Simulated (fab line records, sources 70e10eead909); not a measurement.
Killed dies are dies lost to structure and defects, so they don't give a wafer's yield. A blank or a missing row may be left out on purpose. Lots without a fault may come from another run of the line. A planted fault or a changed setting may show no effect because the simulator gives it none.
Chamber matching | flow nand_harc | NHARC_P_M0_CMP_23 on cmp-01: 4 sister chambers
The step polishes, t overpolish 20 s, target thk 117.53 nm. 8 wafers are shown with their chamber, then 9 later ones without.

WAFERS WITH THEIR CHAMBER
wafer  | chamber | motor_current_A (A) | time_to_endpoint_s (s)
L079.3 | 2       | 12.5                | 28.6
L079.4 | 3       | 12.8                | 25.5
L081.2 | 1       | 11.5                | 28.6
L081.3 | 0       | 12.4                | 25.6
L081.4 | 2       | 11.9                | 28.4
L090.1 | 0       | 11.9                | 24.3
L090.4 | 3       | 12.9                | 28.0
L090.5 | 1       | 10.6                | 28.6

WAFERS WITHOUT THEIR CHAMBER
wafer  | motor_current_A (A) | time_to_endpoint_s (s)
L088.1 | 11.1                | 26.7
L088.2 | 12.3                | 26.5
L088.3 | 12.8                | 27.1
L092.1 | 12.1                | 22.7
L092.3 | 12.6                | 24.2
L092.6 | 12.9                | 23.9
L096.1 | 10.5                | 26.5
L096.2 | 12.8                | 23.3
L096.6 | 12.1                | 20.9

WHICH CHAMBER EACH WENT THROUGH
wafer  | from the rows above          | in truth
L088.1 | can't be placed: 1 or 0 or 2 | 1
L088.2 | can't be placed: 3 or 0 or 2 | 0
L088.3 | can't be placed: 3 or 2      | 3
L092.1 | 0                            | 0
L092.3 | can't be placed: 0 or 3      | 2
L092.6 | can't be placed: 0 or 3      | 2
L096.1 | can't be placed: 1 or 0      | 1
L096.2 | can't be placed: 0 or 3      | 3
L096.6 | 0                            | 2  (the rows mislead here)
Placed correctly: 1 of 9. Can't be placed from these rows: 7 (the true chamber is among the candidates in 5). Placed wrongly: 1.
How it was worked out, from the rows above alone: a wafer's distance from a chamber is the root of the sum, over the readings, of the square of ((its reading less the chamber's mean) divided by the reading's scatter). The wafer belongs to the nearest chamber; if the next one is less than 2 further off, it can't be placed. A chamber's mean is the mean of its shown wafers. The scatter: the root of (the sum of the squares of (reading less its chamber's mean) over the shown wafers, divided by (wafers less chambers)).
